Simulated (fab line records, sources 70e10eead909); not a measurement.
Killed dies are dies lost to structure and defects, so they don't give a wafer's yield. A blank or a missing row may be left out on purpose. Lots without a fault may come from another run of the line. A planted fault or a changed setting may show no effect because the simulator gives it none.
Chamber matching | flow nand_harc | NHARC_A_STAIRCASE_DEP_417 on pecvd-04: 3 sister chambers
The step deposits Si3N4, target thk 60 nm. 6 wafers are shown with their chamber, then 7 later ones without.

WAFERS WITH THEIR CHAMBER
wafer  | chamber | heater_power_w (W)
L083.6 | 1       | 699
L089.1 | 1       | 691
L089.4 | 0       | 659
L089.5 | 2       | 610
L091.3 | 2       | 667
L091.4 | 0       | 594

WAFERS WITHOUT THEIR CHAMBER
wafer  | heater_power_w (W)
L091.5 | 638
L093.1 | 761
L093.5 | 654
L093.6 | 747
L097.2 | 702
L097.3 | 645
L097.6 | 652

WHICH CHAMBER EACH WENT THROUGH
wafer  | from the rows above          | in truth
L091.5 | can't be placed: 2 or 0 or 1 | 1
L093.1 | can't be placed: 1 or 2 or 0 | 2
L093.5 | can't be placed: 2 or 0 or 1 | 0
L093.6 | can't be placed: 1 or 2 or 0 | 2
L097.2 | can't be placed: 1 or 2 or 0 | 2
L097.3 | can't be placed: 2 or 0 or 1 | 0
L097.6 | can't be placed: 2 or 0 or 1 | 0
Placed correctly: 0 of 7. Can't be placed from these rows: 7 (the true chamber is among the candidates in 7). Placed wrongly: 0.
How it was worked out, from the rows above alone: a wafer's distance from a chamber is the root of the sum, over the readings, of the square of ((its reading less the chamber's mean) divided by the reading's scatter). The wafer belongs to the nearest chamber; if the next one is less than 2 further off, it can't be placed. A chamber's mean is the mean of its shown wafers. The scatter: the root of (the sum of the squares of (reading less its chamber's mean) over the shown wafers, divided by (wafers less chambers)).
